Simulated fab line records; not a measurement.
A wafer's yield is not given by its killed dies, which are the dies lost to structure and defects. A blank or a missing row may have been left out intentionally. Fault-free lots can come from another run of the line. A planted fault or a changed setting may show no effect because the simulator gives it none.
Chamber matching ; flow nand-harc ; NHARC_A_SLIT_DEP_25 on pecvd-02: 3 sister chambers
The step deposits SiO2, target thk 200 nm. 3 wafers are shown with their chamber, then 9 later ones without.

== EACH WAFER AND ITS CHAMBER ==
wafer;chamber;throttle-valve-pct (%)
L085.2;0;16.8
L088.4;1;15.9
L088.5;2;15.5

== WAFERS WITHOUT THEIR CHAMBER ==
wafer;throttle-valve-pct (%)
L094.2;15.8
L094.3;15.7
L094.4;15.6
L097.1;15.6
L097.4;15.6
L097.6;17.2
L096.1;16.8
L096.3;15.7
L096.5;16.8

== THE CHAMBER EACH PASSED THROUGH ==
wafer;from the rows above;in truth
L094.2;can't be placed: 1 or 2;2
L094.3;can't be placed: 2 or 1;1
L094.4;can't be placed: 2 or 1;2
L097.1;can't be placed: 2 or 1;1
L097.4;can't be placed: 2 or 1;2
L097.6;0;0
L096.1;0;0
L096.3;can't be placed: 2 or 1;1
L096.5;0;0
Correct placement for 3 of the 9. Can't be placed from these rows: 6 (the true chamber is among the candidates in 6). Placed wrongly: 0.
How it was worked out, from the rows above alone: a wafer's distance from a chamber is the root of the sum, over the readings, of the square of ((its reading less the chamber's mean) divided by the reading's scatter). If the next closest chamber is less than 2 further off than the closest, the wafer can't be placed; otherwise it belongs to the closest. Each chamber's mean is taken over the wafers shown for it. The scatter: root of mean squared gap, hidden wafer to nearest shown wafer, with one shown wafer a chamber.
